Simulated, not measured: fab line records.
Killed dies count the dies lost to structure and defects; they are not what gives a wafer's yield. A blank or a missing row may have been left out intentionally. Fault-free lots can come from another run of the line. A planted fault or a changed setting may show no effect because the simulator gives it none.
The tool behind it: which one? -- flow n5-finfet -- 9 lots with 27 wafers sampled at 5 steps, on a route of 1938 steps

WHAT THE GAUGES READ, wafer by wafer
N5_BEOL_M4_RC_MEAS_101.
lot,measured,on,RS_NWELL (ohm/sq)
L693,day 9 11:10,prober-01,1040 1028 1040
L694,day 9 10:38,prober-02,1041 1053 1045
L696,day 9 21:14,prober-02,1048 1046 1040
L701,day 10 22:46,prober-01,1049 1049 1042
L702,day 11 09:17,prober-02,1035 1031 1044
L704,day 11 14:56,prober-01,1218 1209 1207
L705,day 11 17:41,prober-01,1217 1223 1220
L709,day 13 03:19,prober-01,1204 1205 1209
L715,day 14 07:49,prober-02,1033 1031 1032

WHICH TOOL RAN EACH LOT (tool, then ch and the chambers of the sampled wafers, then the start)
lot,N5_WELL_APT_IMPLANT_14,N5_PMOS_HMC_CHANNEL_EPI_ETCH_38,N5_FIN_SAQP_HM_DEP_03,N5_FIN_SAQP_PECVD_47
L693,"implanter-01 ch 0, day 1 14:04","rie-si-04 ch 0,3, day 1 18:14","pecvd-04 ch 0,1,2, day 1 21:14","pecvd-03 ch 0,2, day 1 21:22"
L694,"implanter-01 ch 0, day 1 19:52","rie-si-03 ch 1,2,3, day 1 23:50","pecvd-04 ch 0,1, day 2 02:44","pecvd-03 ch 0,1,2, day 2 02:53"
L696,"implanter-01 ch 0, day 2 08:22","rie-si-01 ch 0,1,2, day 2 12:20","pecvd-03 ch 0,2, day 2 16:02","pecvd-01 ch 0, day 2 16:10"
L701,"implanter-01 ch 0, day 3 14:07","rie-si-03 ch 0,1,3, day 3 17:53","pecvd-04 ch 0,1, day 3 20:55","pecvd-03 ch 0,1,2, day 3 21:02"
L702,"implanter-01 ch 0, day 3 19:57","rie-si-03 ch 0,1,2, day 4 00:04","pecvd-03 ch 0,2, day 4 03:10","pecvd-01 ch 1,2, day 4 03:17"
L704,"implanter-01 ch 0, day 4 08:11","rie-si-03 ch 1,2,3, day 4 11:56","pecvd-03 ch 0,1,2, day 4 15:12","pecvd-01 ch 0,1,2, day 4 15:19"
L705,"implanter-01 ch 0, day 4 13:47","rie-si-03 ch 1,2, day 4 17:51","pecvd-03 ch 0,1,2, day 4 22:33","pecvd-01 ch 0,2, day 4 22:40"
L709,"implanter-01 ch 0, day 5 14:07","rie-si-01 ch 1,2,3, day 5 17:37","pecvd-01 ch 0,1,2, day 5 20:37","pecvd-04 ch 0,1,2, day 5 20:44"
L715,"implanter-02 ch 0, day 7 01:54","rie-si-04 ch 1,2,3, day 7 05:43","pecvd-01 ch 0,1, day 7 09:38","pecvd-03 ch 0,1, day 7 09:46"
- N5_WELL_APT_IMPLANT_14
- N5_PMOS_HMC_CHANNEL_EPI_ETCH_38: etches SiO2 in CF4, target depth 1.5 nm.
- N5_FIN_SAQP_HM_DEP_03: deposits SiNx from SiH4/NH3/N2, target thk 38 nm, time 33.6 s.
- N5_FIN_SAQP_PECVD_47: deposits a-Si from SiH4/He, target thk 45 nm, time 36.3 s.

THE ANSWER, worked out from the rows above alone
Rule: the lots themselves supply what counts as usual. Put in order of their means at a reading, lots are off if they are a third of the lots or fewer, leave a main group of 4 or more, and stand apart from it by a gap of 3 or more times the standard deviation of the main group's means; of several such gaps the widest counts. A main group whose means are all the same, to the digits that the tables above print for the reading, isn't used. Also off: a lot with no number at a reading for which 4 or more lots have one. All remaining lots with rows at the step are treated as sound.
Off: L704, L705, L709, at N5_BEOL_M4_RC_MEAS_101 (RS_NWELL). The main group has a mean of 1040 ohm/sq with a standard deviation of 5.7.
A tool fits if, at a process step before that reading, it ran every lot that is off, and no sound lot after the first of them. Gauges at N5_BEOL_M4_RC_MEAS_101: tried the same way as those tools. 2 tools fit, implanter-01 at N5_WELL_APT_IMPLANT_14 and prober-01 at N5_BEOL_M4_RC_MEAS_101, so this cannot tell which one it is.

WHAT THE SIMULATOR HAD INSERTED
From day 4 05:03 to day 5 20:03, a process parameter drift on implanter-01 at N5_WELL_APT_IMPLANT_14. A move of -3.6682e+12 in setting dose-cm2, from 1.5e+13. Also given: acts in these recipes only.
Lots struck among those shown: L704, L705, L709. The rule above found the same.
